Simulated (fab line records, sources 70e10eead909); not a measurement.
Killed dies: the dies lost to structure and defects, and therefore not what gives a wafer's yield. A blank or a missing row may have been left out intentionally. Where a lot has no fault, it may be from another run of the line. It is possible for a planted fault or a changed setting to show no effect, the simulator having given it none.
Struck lot and sound lot, side by side :: flow nand harc :: 20 steps out of a route of 1302
Sound: these wafers, L576.1, L576.3, L576.5. Wafers L585.1, L585.4, L585.5 were the ones struck. The cause comes at the end.
Order at every step that has rows: each side's tool, ch and its chambers, its first start. Under that, the readings that differ: sound wafers :: struck wafers :: difference of the means :: sigmas: that difference in standard deviations of wafers without a fault.
alike: same words and numbers on both sides, and readings whose means sit less than 2 such deviations apart. not compared: any withheld reading, any reading some wafer has no value for, any bound like >300 that may hide the same value, and any number with overlapping values for which the record gives no deviation.
The two part at a step that has a row with sigmas, a row that says differs or no value, or rows on one side only. Numbers that have no deviation but don't overlap get no sigmas and don't part them. Lack of a reading on every wafer of one side parts them only where that side has two or more wafers.

NHARC_P_ZERO_WELL_CD_MEAS_11: target cd 500 nm.
  sound on cd sem-02 ch 0, day 3 03:14; struck on cd sem-03 ch 0, day 6 21:07
  alike: cd nm
then, 1 step without rows for these wafers: NHARC_P_ZERO_WELL_HARDBAKE_12 (time 65 s).
NHARC_P_ZERO_WELL_DESCUM_13: chemistry O2, time 3 s.
  sound on rie diel-03 ch 2,3, day 3 03:24; struck on rie diel-13 ch 0,3, day 6 21:16
  alike: drypump motor current A, oes product au, rf vpp V, showerhead plenum p Torr, throttle valve pct
  not compared: rf hours counter h
NHARC_P_ZERO_WELL_ETCH_65: etches the open film in N2/H2, target depth 80 nm, overetch 24 nm, time 87.88 s.
  sound on rie diel-03 ch 1,2,3, day 3 03:29; struck on rie diel-13 ch 1,2, day 6 21:21
reading: rf fwd power W (W)
sound: 392.5 396.0 397.7
struck: 398.9 398.3 398.0
difference: +3.0
sigmas: +2
  alike: drypump motor current A, n2 flow sccm, oes product au, rf vpp V, showerhead plenum p Torr, throttle valve pct
  not compared: rf hours counter h
NHARC_P_ZERO_WELL_ETCH_62: etches the open film in CHF3/Ar, target depth 13 nm, time 6.5 s.
  sound on rie diel-03 ch 1,3; struck on rie diel-13 ch 1,2
  alike: drypump motor current A, oes product au, rf fwd power W, rf vpp V, showerhead plenum p Torr, throttle valve pct
  not compared: rf hours counter h
NHARC_P_ZERO_WELL_ETCH_63: etches the open film in HBr/Cl2, target depth 120 nm, time 40.1 s.
  sound on rie si-01 ch 2,3, day 3 03:41; struck on rie si-03 ch 0,1,3, day 6 21:39
  alike: drypump motor current A, hbr flow sccm, oes product au, rf fwd power W, throttle valve pct
  not compared: rf hours counter h
then, 6 steps without rows for these wafers: NHARC_P_ZERO_WELL_STRIP_15 (strips in SPM, time 900 s); NHARC_P_ZERO_WELL_DEHYDRATE_16 (time 120 s); NHARC_P_ZERO_WELL_HMDS_17 (time 30 s); NHARC_P_ZERO_WELL_COAT_18; NHARC_P_ZERO_WELL_SOFTBAKE_19 (time 95 s); NHARC_P_ZERO_WELL_EBR_20.
NHARC_P_ZERO_WELL_EXPOSE_21: exposes mask P NWELL, target cd 720 nm.
  sound on krf scanner-04 ch 0, day 3 04:21; struck on krf scanner-02 ch 0, day 6 22:24
reading: mask
sound: P_NWELL#0 P_NWELL#0 P_NWELL#0
struck: P_NWELL_R1#0 P_NWELL_R1#0 P_NWELL_R1#0
difference: differs
sigmas: 
then, 2 steps without rows for these wafers: NHARC_P_ZERO_WELL_PEB_22 (peb time 85 s); NHARC_P_ZERO_WELL_DEVELOP_23 (time 70 s).
NHARC_P_ZERO_WELL_CD_MEAS_24: target cd 720 nm.
  sound on cd sem-02 ch 0, day 3 04:31; struck on cd sem-01 ch 0, day 6 22:34
reading: cd nm (nm)
sound: 721.3 721.0 718.9
struck: 715.6 712.3 712.2
difference: -7.0
sigmas: -4
then, 1 step without rows for these wafers: NHARC_P_ZERO_WELL_HARDBAKE_25 (time 80 s).
NHARC_P_ZERO_WELL_DESCUM_26: chemistry O2, time 3 s.
  sound on rie diel-03 ch 1,2, day 3 04:41; struck on rie diel-13 ch 1,2, day 6 22:43
reading: model.P_ZERO_WELL.cd nm (nm)
sound: 721.4 721.2 719.3
struck: 715.9 711.4 712.4
difference: -7.4
sigmas: 
  alike: drypump motor current A, oes product au, rf vpp V, showerhead plenum p Torr, throttle valve pct
  not compared: rf hours counter h
next, for these wafers, 1 step has no rows: NHARC_P_ZERO_WELL_IMPLANT_27.
-- the record jumps here: 23 days lie between the struck wafers' starts before and after (it left off in module P_ZERO_WELL and takes up again in module END, whose first step shown is number 1302 of the route) --
NHARC_END_SORT_01:
  only the struck wafers appear in the record here, on prober-01 ch 0 at day 29 18:07; the sound ones have no rows

## WHERE THEY PART
First at NHARC_P_ZERO_WELL_ETCH_65; last, within this record, at NHARC_END_SORT_01.

WHY: what the simulator had put in
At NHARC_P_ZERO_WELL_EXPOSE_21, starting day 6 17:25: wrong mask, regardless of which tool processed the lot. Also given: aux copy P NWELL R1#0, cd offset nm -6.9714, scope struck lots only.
